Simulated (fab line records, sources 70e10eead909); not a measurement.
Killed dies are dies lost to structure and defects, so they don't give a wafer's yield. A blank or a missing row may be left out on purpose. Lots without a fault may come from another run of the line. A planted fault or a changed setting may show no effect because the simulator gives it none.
Tool commonality check | flow nand_harc | 13 lots, 39 wafers sampled

WHY IT WAS OPENED
At NHARC_P_GATE_CD_MEAS_59 the reading cd_nm is flagged on 1 of 13 lots. Wafers without a fault read 719.2 nm, standard deviation 2.7.
Rule: a lot is flagged when every wafer of it that has a number lies more than 4 standard deviations from that mean, or none has a number. The other lots count as sound.

lot  | measured     | on        | cd_nm (nm), wafer by wafer | flag
L875 | day 5 08:22  | cd_sem-01 | 724.3 720.8 722.7          |
L878 | day 6 04:40  | cd_sem-03 | 723.2 721.3 721.8          |
L879 | day 6 15:13  | cd_sem-02 | 717.3 716.2 715.1          |
L881 | day 6 17:55  | cd_sem-02 | 720.3 723.6 721.2          |
L883 | day 7 10:03  | cd_sem-03 | 694.9 694.0 697.5          | FLAGGED
L885 | day 8 02:25  | cd_sem-03 | 720.2 721.5 722.2          |
L891 | day 9 14:58  | cd_sem-03 | 721.7 719.8 719.2          |
L892 | day 9 19:21  | cd_sem-01 | 716.6 716.2 717.5          |
L893 | day 9 19:44  | cd_sem-02 | 719.0 719.1 718.5          |
L895 | day 10 09:40 | cd_sem-02 | 718.8 718.5 721.0          |
L894 | day 10 10:03 | cd_sem-03 | 715.5 715.7 713.8          |
L896 | day 10 18:26 | cd_sem-01 | 718.8 718.9 719.7          |
L897 | day 10 19:19 | cd_sem-03 | 720.5 718.8 719.5          |
The numbers of the flagged lots are 695.5 nm on average: -23.7 nm against the usual, or -9 standard deviations.

WHICH TOOL RAN EACH LOT
The record holds 1 process step before the reading, out of a route of 1159 steps. In each cell: the tool, then ch and the chambers that the sampled wafers went through, then the start.
lot  | flag    | NHARC_P_GATE_EXPOSE_56
L875 |         | krf_scanner-03 ch 0, day 5 08:13
L878 |         | krf_scanner-04 ch 0, day 6 04:31
L879 |         | krf_scanner-03 ch 0, day 6 15:03
L881 |         | krf_scanner-03 ch 0, day 6 17:46
L883 | FLAGGED | krf_scanner-03 ch 0, day 7 09:54
L885 |         | krf_scanner-02 ch 0, day 8 02:15
L891 |         | krf_scanner-03 ch 0, day 9 14:47
L892 |         | krf_scanner-03 ch 0, day 9 19:12
L893 |         | krf_scanner-04 ch 0, day 9 19:34
L895 |         | krf_scanner-03 ch 0, day 10 09:30
L894 |         | krf_scanner-04 ch 0, day 10 09:53
L896 |         | krf_scanner-04 ch 0, day 10 18:17
L897 |         | krf_scanner-04 ch 0, day 10 19:09
What these steps do:
- NHARC_P_GATE_EXPOSE_56: exposes mask P PSD, target cd 720 nm.
- NHARC_P_GATE_CD_MEAS_59: target cd 720 nm.

FLAGGED OVER TOTAL, TOOL BY TOOL (the gauges that took the reading come last)
step                    | tool           | lots run | flagged | share of the flagged lots | sound lots run after its first flagged lot
NHARC_P_GATE_EXPOSE_56  | krf_scanner-02 | 1        | 0       | none                      | -
NHARC_P_GATE_EXPOSE_56  | krf_scanner-03 | 7        | 1       | all                       | 3 (L891,L892,L895)
NHARC_P_GATE_EXPOSE_56  | krf_scanner-04 | 5        | 0       | none                      | -
NHARC_P_GATE_CD_MEAS_59 | cd_sem-01      | 3        | 0       | none                      | -
NHARC_P_GATE_CD_MEAS_59 | cd_sem-02      | 4        | 0       | none                      | -
NHARC_P_GATE_CD_MEAS_59 | cd_sem-03      | 6        | 1       | all                       | 4 (L885,L891,L894,L897)

WHAT THE TABLE ALLOWS
2 rows of the table ran every flagged lot: krf_scanner-03 at NHARC_P_GATE_EXPOSE_56, cd_sem-03 at NHARC_P_GATE_CD_MEAS_59.
- krf_scanner-03 at NHARC_P_GATE_EXPOSE_56: 1 of its 7 lots flagged. Sound lots ran on it after the first flagged one (L891, L892, L895), which a lasting fault on the whole tool wouldn't allow.
- cd_sem-03 at NHARC_P_GATE_CD_MEAS_59: 1 of its 6 lots flagged. Sound lots ran on it after the first flagged one (L885, L891, L894, L897), which a lasting fault on the whole tool wouldn't allow.
No row of the table ran every flagged lot and no sound lot after the first.

WHAT THE SIMULATOR HAD PUT IN
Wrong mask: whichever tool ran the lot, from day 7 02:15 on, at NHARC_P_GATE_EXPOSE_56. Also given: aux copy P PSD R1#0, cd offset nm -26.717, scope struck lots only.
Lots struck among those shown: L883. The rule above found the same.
